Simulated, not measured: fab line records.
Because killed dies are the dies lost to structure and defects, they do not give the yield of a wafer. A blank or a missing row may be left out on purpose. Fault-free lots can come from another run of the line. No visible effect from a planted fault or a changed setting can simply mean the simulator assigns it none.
Which of the tools did it? :: flow n5Finfet :: 8 lots with 24 wafers sampled at 8 steps, on a route of 1938 steps

WHAT EACH GAUGE READ, for each wafer
N5_MOL_CONTACT_COAG_INSPECT_97: inspects for defects (darkfield). Usual: 46 for rawDefectCount, sd 17.
lot: L642
measured: day 5 11:08
on: defectInspect-01
rawDefectCount: 41 40 38
flag: 

lot: L644
measured: day 5 19:01
on: defectInspect-02
rawDefectCount: 28 38 29
flag: 

lot: L646
measured: day 6 06:53
on: defectInspect-02
rawDefectCount: 43 42 44
flag: 

lot: L652
measured: day 8 01:01
on: defectInspect-01
rawDefectCount: 36 37 30
flag: 

lot: L653
measured: day 8 07:02
on: defectInspect-01
rawDefectCount: 24 27 34
flag: 

lot: L659
measured: day 9 18:14
on: defectInspect-01
rawDefectCount: 32 33 48
flag: 

lot: L663
measured: day 10 17:10
on: defectInspect-01
rawDefectCount: 55 61 90
flag: 

lot: L664
measured: day 10 23:08
on: defectInspect-02
rawDefectCount: 47 51 56
flag: 

N5_BEOL_M0_SAQP_INSPECT_16: inspects for defects (brightfield). Usual: 478 for rawDefectCount, sd 130.
lot: L642
measured: day 5 13:19
on: defectInspect-01
rawDefectCount: 401 500 548
flag: 

lot: L644
measured: day 5 21:02
on: defectInspect-02
rawDefectCount: 336 388 412
flag: 

lot: L646
measured: day 6 08:00
on: defectInspect-02
rawDefectCount: 694 590 445
flag: 

lot: L652
measured: day 8 02:44
on: defectInspect-01
rawDefectCount: 360 364 386
flag: 

lot: L653
measured: day 8 08:50
on: defectInspect-02
rawDefectCount: 469 1590 479
flag: 

lot: L659
measured: day 9 19:44
on: defectInspect-02
rawDefectCount: 892 530 488
flag: 

lot: L663
measured: day 10 19:19
on: defectInspect-01
rawDefectCount: 626 462 553
flag: 

lot: L664
measured: day 11 00:44
on: defectInspect-02
rawDefectCount: 852 577 567
flag: 

N5_BEOL_M0_SAQP_INSPECT_42: inspects for defects (brightfield). Usual: 299 for rawDefectCount, sd 83.
lot: L642
measured: day 5 17:07
on: defectInspect-02
rawDefectCount: 310 389 414
flag: 

lot: L644
measured: day 6 01:22
on: defectInspect-01
rawDefectCount: 187 231 211
flag: 

lot: L646
measured: day 6 12:37
on: defectInspect-02
rawDefectCount: 452 356 257
flag: 

lot: L652
measured: day 8 06:55
on: defectInspect-01
rawDefectCount: 307 291 263
flag: 

lot: L653
measured: day 8 13:22
on: defectInspect-01
rawDefectCount: 256 1347 220
flag: OFF

lot: L659
measured: day 9 23:46
on: defectInspect-01
rawDefectCount: 390 149 234
flag: 

lot: L663
measured: day 10 23:17
on: defectInspect-01
rawDefectCount: 413 280 415
flag: 

lot: L664
measured: day 11 06:53
on: defectInspect-02
rawDefectCount: 365 398 401
flag: 

N5_BEOL_M0_CUTY_INSPECT_59: inspects for defects (macro). Usual: 2.0 for rawDefectCount, sd 1.5.
lot: L642
measured: day 5 18:34
on: defectInspect-01
rawDefectCount: 2 3 4
flag: 

lot: L644
measured: day 6 02:48
on: defectInspect-01
rawDefectCount: 1 3 3
flag: 

lot: L646
measured: day 6 14:09
on: defectInspect-01
rawDefectCount: 0 1 0
flag: 

lot: L652
measured: day 8 08:24
on: defectInspect-01
rawDefectCount: 5 4 1
flag: 

lot: L653
measured: day 8 16:53
on: defectInspect-02
rawDefectCount: 1 >300 1
flag: 

lot: L659
measured: day 10 01:09
on: defectInspect-01
rawDefectCount: 1 0 1
flag: 

lot: L663
measured: day 11 00:46
on: defectInspect-02
rawDefectCount: 1 0 2
flag: 

lot: L664
measured: day 11 08:29
on: defectInspect-01
rawDefectCount: 2 1 4
flag: 

N5_BEOL_M4_RC_MEAS_101. Usual: DIBL_N 35.8 mV/V, standard deviation 1.8; DIBL_P 35.9 mV/V, standard deviation 2.2; IOFF_N 0.16 nA/um, standard deviation 0.035; IOFF_P 0.21 nA/um, standard deviation 0.04; ION_N 672 uA/um, standard deviation 11; ION_P 461 uA/um, standard deviation 7.4; SS_N 71.4 mV/dec, standard deviation 0.64; SS_P 73.2 mV/dec, standard deviation 0.67; VT_N 250 mV, standard deviation 3.5; VT_P -251 mV, standard deviation 3.4.
lot: L642
measured: day 7 19:40
on: prober-02
DIBL_N (mV/V): 35.0 35.8 35.0
DIBL_P (mV/V): 34.4 36.3 35.2
IOFF_N (nA/um): 0.15 0.17 0.15
IOFF_P (nA/um): 0.16 0.19 0.17
ION_N (uA/um): 664 691 671
ION_P (uA/um): 450 467 459
SS_N (mV/dec): 71.5 72.1 72.0
SS_P (mV/dec): 73.0 73.8 72.7
VT_N (mV): 250 248 248
VT_P (mV): -254 -252 -252
flag: 

lot: L644
measured: day 7 21:46
on: prober-02
DIBL_N (mV/V): 34.2 33.8 34.3
DIBL_P (mV/V): 32.9 34.0 33.8
IOFF_N (nA/um): 0.12 0.12 0.13
IOFF_P (nA/um): 0.17 0.18 0.18
ION_N (uA/um): 664 671 673
ION_P (uA/um): 451 462 452
SS_N (mV/dec): 71.0 71.3 70.8
SS_P (mV/dec): 72.0 71.9 73.0
VT_N (mV): 254 257 253
VT_P (mV): -254 -255 -252
flag: 

lot: L646
measured: day 8 20:38
on: prober-02
DIBL_N (mV/V): 37.6 34.5 35.5
DIBL_P (mV/V): 39.3 35.6 37.1
IOFF_N (nA/um): 0.21 0.15 0.17
IOFF_P (nA/um): 0.27 0.21 0.24
ION_N (uA/um): 679 670 676
ION_P (uA/um): 467 459 473
SS_N (mV/dec): 72.1 71.0 71.4
SS_P (mV/dec): 73.9 72.9 73.0
VT_N (mV): 247 250 251
VT_P (mV): -246 -247 -248
flag: 

lot: L652
measured: day 10 06:25
on: prober-01
DIBL_N (mV/V): 38.0 38.2 36.5
DIBL_P (mV/V): 37.8 37.2 35.5
IOFF_N (nA/um): 0.20 0.20 0.17
IOFF_P (nA/um): 0.24 0.23 0.20
ION_N (uA/um): 686 677 687
ION_P (uA/um): 463 461 469
SS_N (mV/dec): 71.9 72.3 71.7
SS_P (mV/dec): 74.3 73.8 74.4
VT_N (mV): 244 248 249
VT_P (mV): -250 -251 -252
flag: 

lot: L653
measured: day 10 22:46
on: prober-02
DIBL_N (mV/V): 35.6 38.5 37.0
DIBL_P (mV/V): 35.6 39.2 37.5
IOFF_N (nA/um): 0.14 0.19 0.18
IOFF_P (nA/um): 0.18 0.24 0.21
ION_N (uA/um): 674 682 685
ION_P (uA/um): 455 459 465
SS_N (mV/dec): 71.6 72.2 72.7
SS_P (mV/dec): 73.2 73.4 73.6
VT_N (mV): 249 249 249
VT_P (mV): -251 -249 -250
flag: 

lot: L659
measured: day 12 09:31
on: prober-01
DIBL_N (mV/V): 37.6 36.7 35.9
DIBL_P (mV/V): 37.8 36.8 36.1
IOFF_N (nA/um): 0.17 0.15 0.14
IOFF_P (nA/um): 0.19 0.17 0.17
ION_N (uA/um): 671 668 660
ION_P (uA/um): 444 446 448
SS_N (mV/dec): 72.1 72.0 71.8
SS_P (mV/dec): 73.8 73.5 73.5
VT_N (mV): 251 252 253
VT_P (mV): -257 -256 -256
flag: 

lot: L663
measured: day 12 23:56
on: prober-01
DIBL_N (mV/V): 37.1 36.5 33.7
DIBL_P (mV/V): 37.8 36.8 32.5
IOFF_N (nA/um): 0.17 0.15 0.11
IOFF_P (nA/um): 0.21 0.20 0.15
ION_N (uA/um): 679 674 660
ION_P (uA/um): 458 468 454
SS_N (mV/dec): 72.1 71.4 70.9
SS_P (mV/dec): 74.1 73.9 72.8
VT_N (mV): 246 251 255
VT_P (mV): -251 -255 -255
flag: 

lot: L664
measured: day 13 21:09
on: prober-02
DIBL_N (mV/V): 35.9 35.5 35.3
DIBL_P (mV/V): 34.6 34.3 33.3
IOFF_N (nA/um): 0.14 0.14 0.12
IOFF_P (nA/um): 0.20 0.20 0.19
ION_N (uA/um): 676 683 669
ION_P (uA/um): 467 466 464
SS_N (mV/dec): 70.8 71.0 70.5
SS_P (mV/dec): 73.0 72.3 72.7
VT_N (mV): 249 249 254
VT_P (mV): -252 -251 -252
flag: 

EACH LOT AND THE TOOL THAT RAN IT (in order: tool; ch and the chambers of the sampled wafers; start)
lot: L642
N5_BEOL_M0_SAQP_PECVD_00: pecvd-02 ch 0,1, day 5 11:27
N5_BEOL_M0_SAQP_PECVD_04: pecvd-03 ch 1,2, day 5 12:38
N5_BEOL_M0_SAQP_STRIP_86: rieDiel-01 ch 1,2, day 5 13:43

lot: L644
N5_BEOL_M0_SAQP_PECVD_00: pecvd-01 ch 0,1, day 5 19:21
N5_BEOL_M0_SAQP_PECVD_04: pecvd-01 ch 0,1,2, day 5 20:24
N5_BEOL_M0_SAQP_STRIP_86: rieDiel-03 ch 1,2,3, day 5 21:31

lot: L646
N5_BEOL_M0_SAQP_PECVD_00: pecvd-02 ch 0,1,2, day 6 07:11
N5_BEOL_M0_SAQP_PECVD_04: pecvd-01 ch 0,1,2, day 6 07:30
N5_BEOL_M0_SAQP_STRIP_86: rieDiel-01 ch 1,2,3, day 6 08:25

lot: L652
N5_BEOL_M0_SAQP_PECVD_00: pecvd-01 ch 1,2, day 8 01:19
N5_BEOL_M0_SAQP_PECVD_04: pecvd-01 ch 0,1, day 8 02:14
N5_BEOL_M0_SAQP_STRIP_86: rieDiel-06 ch 0,1,2, day 8 03:10

lot: L653
N5_BEOL_M0_SAQP_PECVD_00: pecvd-02 ch 0,1,2, day 8 07:22
N5_BEOL_M0_SAQP_PECVD_04: pecvd-02 ch 0,1,2, day 8 08:13
N5_BEOL_M0_SAQP_STRIP_86: rieDiel-03 ch 0,2,3, day 8 09:16

lot: L659
N5_BEOL_M0_SAQP_PECVD_00: pecvd-01 ch 0,1,2, day 9 18:33
N5_BEOL_M0_SAQP_PECVD_04: pecvd-01 ch 1,2, day 9 19:04
N5_BEOL_M0_SAQP_STRIP_86: rieDiel-03 ch 0,1,2, day 9 20:12

lot: L663
N5_BEOL_M0_SAQP_PECVD_00: pecvd-01 ch 1,2, day 10 17:29
N5_BEOL_M0_SAQP_PECVD_04: pecvd-01 ch 0,1,2, day 10 18:41
N5_BEOL_M0_SAQP_STRIP_86: rieDiel-01 ch 0,2,3, day 10 19:44

lot: L664
N5_BEOL_M0_SAQP_PECVD_00: pecvd-01 ch 1,2, day 10 23:25
N5_BEOL_M0_SAQP_PECVD_04: pecvd-01 ch 0,1,2, day 11 00:11
N5_BEOL_M0_SAQP_STRIP_86: rieDiel-01 ch 2,3, day 11 01:17
- N5_BEOL_M0_SAQP_PECVD_00: deposits SiCN from 3MS/NH3, target thk 8 nm, time 14 s.
- N5_BEOL_M0_SAQP_PECVD_04: deposits a-Si from SiH4/He, target thk 60 nm, time 60.2 s.
- N5_BEOL_M0_SAQP_STRIP_86: strips in N2/H2.

WHAT THE TOOLS THEMSELVES READ (means of the sampled wafers that have a number; where no wafer has one, the mark that the record gives instead)
N5_BEOL_M0_SAQP_PECVD_00. Usual: showerheadPlenumPTorr 3.667 Torr, standard deviation 0.015; showerheadVppV 896 V, standard deviation 52; throttleValvePct 9.1 %, standard deviation 0.35.
lot: L642
tool: pecvd-02
showerheadPlenumPTorr (Torr): 3.657
showerheadVppV (V): 915
throttleValvePct (%): 9.2
flag: 

lot: L644
tool: pecvd-01
showerheadPlenumPTorr (Torr): 3.663
showerheadVppV (V): 950
throttleValvePct (%): 9.3
flag: 

lot: L646
tool: pecvd-02
showerheadPlenumPTorr (Torr): 3.666
showerheadVppV (V): 872
throttleValvePct (%): 8.9
flag: 

lot: L652
tool: pecvd-01
showerheadPlenumPTorr (Torr): 3.654
showerheadVppV (V): 908
throttleValvePct (%): 9.1
flag: 

lot: L653
tool: pecvd-02
showerheadPlenumPTorr (Torr): 3.672
showerheadVppV (V): 875
throttleValvePct (%): 9.1
flag: 

lot: L659
tool: pecvd-01
showerheadPlenumPTorr (Torr): 3.663
showerheadVppV (V): 915
throttleValvePct (%): 9.0
flag: 

lot: L663
tool: pecvd-01
showerheadPlenumPTorr (Torr): 3.655
showerheadVppV (V): 915
throttleValvePct (%): 9.0
flag: 

lot: L664
tool: pecvd-01
showerheadPlenumPTorr (Torr): 3.658
showerheadVppV (V): 955
throttleValvePct (%): 9.3
flag: 

N5_BEOL_M0_SAQP_PECVD_04. Usual: heaterPowerW 616 W, standard deviation 100; showerheadPlenumPTorr 5.68 Torr, standard deviation 0.05; showerheadVppV 633 V, standard deviation 36; throttleValvePct 18.3 %, standard deviation 0.66.
lot: L642
tool: pecvd-03
heaterPowerW (W): 599
showerheadPlenumPTorr (Torr): 5.66
showerheadVppV (V): 603
throttleValvePct (%): 18.5
flag: 

lot: L644
tool: pecvd-01
heaterPowerW (W): 582
showerheadPlenumPTorr (Torr): 5.67
showerheadVppV (V): 646
throttleValvePct (%): 18.1
flag: 

lot: L646
tool: pecvd-01
heaterPowerW (W): 565
showerheadPlenumPTorr (Torr): 5.68
showerheadVppV (V): 652
throttleValvePct (%): 18.2
flag: 

lot: L652
tool: pecvd-01
heaterPowerW (W): 602
showerheadPlenumPTorr (Torr): 5.70
showerheadVppV (V): 649
throttleValvePct (%): 18.2
flag: 

lot: L653
tool: pecvd-02
heaterPowerW (W): 771
showerheadPlenumPTorr (Torr): 5.69
showerheadVppV (V): 618
throttleValvePct (%): 18.3
flag: 

lot: L659
tool: pecvd-01
heaterPowerW (W): 598
showerheadPlenumPTorr (Torr): 5.65
showerheadVppV (V): 650
throttleValvePct (%): 18.1
flag: 

lot: L663
tool: pecvd-01
heaterPowerW (W): 617
showerheadPlenumPTorr (Torr): 5.67
showerheadVppV (V): 635
throttleValvePct (%): 18.2
flag: 

lot: L664
tool: pecvd-01
heaterPowerW (W): 595
showerheadPlenumPTorr (Torr): 5.67
showerheadVppV (V): 650
throttleValvePct (%): 18.4
flag: 

N5_BEOL_M0_SAQP_STRIP_86. Usual: drypumpMotorCurrentA 5.8 A, standard deviation 0.48; n2FlowSccm 300.0 sccm, standard deviation 0.94; oesProductAu 0.78 a.u., standard deviation 0.092; rfVppV 121.8 V, standard deviation 1.4; showerheadPlenumPTorr 3.30 Torr, standard deviation 0.068; throttleValvePct 19.0 %, standard deviation 0.37.
lot: L642
tool: rieDiel-01
drypumpMotorCurrentA (A): 5.9
n2FlowSccm (sccm): 298.6
oesProductAu (a.u.): 0.82
rfVppV (V): 120.8
showerheadPlenumPTorr (Torr): 3.28
throttleValvePct (%): 18.9
flag: 

lot: L644
tool: rieDiel-03
drypumpMotorCurrentA (A): 5.4
n2FlowSccm (sccm): 300.5
oesProductAu (a.u.): 0.72
rfVppV (V): 120.6
showerheadPlenumPTorr (Torr): 3.29
throttleValvePct (%): 19.2
flag: 

lot: L646
tool: rieDiel-01
drypumpMotorCurrentA (A): 6.2
n2FlowSccm (sccm): 300.4
oesProductAu (a.u.): 0.76
rfVppV (V): 122.1
showerheadPlenumPTorr (Torr): 3.32
throttleValvePct (%): 19.1
flag: 

lot: L652
tool: rieDiel-06
drypumpMotorCurrentA (A): 5.8
n2FlowSccm (sccm): 300.9
oesProductAu (a.u.): 0.78
rfVppV (V): 121.9
showerheadPlenumPTorr (Torr): 3.27
throttleValvePct (%): 18.9
flag: 

lot: L653
tool: rieDiel-03
drypumpMotorCurrentA (A): 5.5
n2FlowSccm (sccm): 298.8
oesProductAu (a.u.): 0.79
rfVppV (V): 121.5
showerheadPlenumPTorr (Torr): 3.32
throttleValvePct (%): 19.1
flag: 

lot: L659
tool: rieDiel-03
drypumpMotorCurrentA (A): 5.7
n2FlowSccm (sccm): 301.1
oesProductAu (a.u.): 0.76
rfVppV (V): 122.3
showerheadPlenumPTorr (Torr): 3.35
throttleValvePct (%): 19.2
flag: 

lot: L663
tool: rieDiel-01
drypumpMotorCurrentA (A): 6.3
n2FlowSccm (sccm): 300.2
oesProductAu (a.u.): 0.83
rfVppV (V): 121.9
showerheadPlenumPTorr (Torr): 3.31
throttleValvePct (%): 19.0
flag: 

lot: L664
tool: rieDiel-01
drypumpMotorCurrentA (A): 6.5
n2FlowSccm (sccm): 299.8
oesProductAu (a.u.): 0.77
rfVppV (V): 122.0
showerheadPlenumPTorr (Torr): 3.33
throttleValvePct (%): 19.2
flag: 

THE ANSWER, worked out from the rows above alone
Rule: take the mean of a lot's wafers that have a number; if it is more than 3 standard deviations from the usual mean, the lot is off. Also off: a lot with no number at a reading for which 4 or more lots have one. The other lots that the step has rows for count as sound. Order of review: gauges by route order, followed by the tools' own readings, for which a lot's mean as printed above is used. The first step at which some lot is off is used, and at that step the reading that is off furthest; a lot without a number counts as furthest.
Off at N5_BEOL_M0_SAQP_INSPECT_42 (rawDefectCount): L653.
If a tool, at a process step before that reading, ran all the lots that are off and no sound lot after the first of them, it fits. Gauges at N5_BEOL_M0_SAQP_INSPECT_42: tried the same way as those tools. One fits: pecvd-02 at N5_BEOL_M0_SAQP_PECVD_00 and N5_BEOL_M0_SAQP_PECVD_04. At N5_BEOL_M0_SAQP_PECVD_00 its last sound lot is L646 (day 6 07:11), its first lot that is off L653 (day 8 07:22): a fault that began between those two fits.

WHAT THE SIMULATOR PUT IN
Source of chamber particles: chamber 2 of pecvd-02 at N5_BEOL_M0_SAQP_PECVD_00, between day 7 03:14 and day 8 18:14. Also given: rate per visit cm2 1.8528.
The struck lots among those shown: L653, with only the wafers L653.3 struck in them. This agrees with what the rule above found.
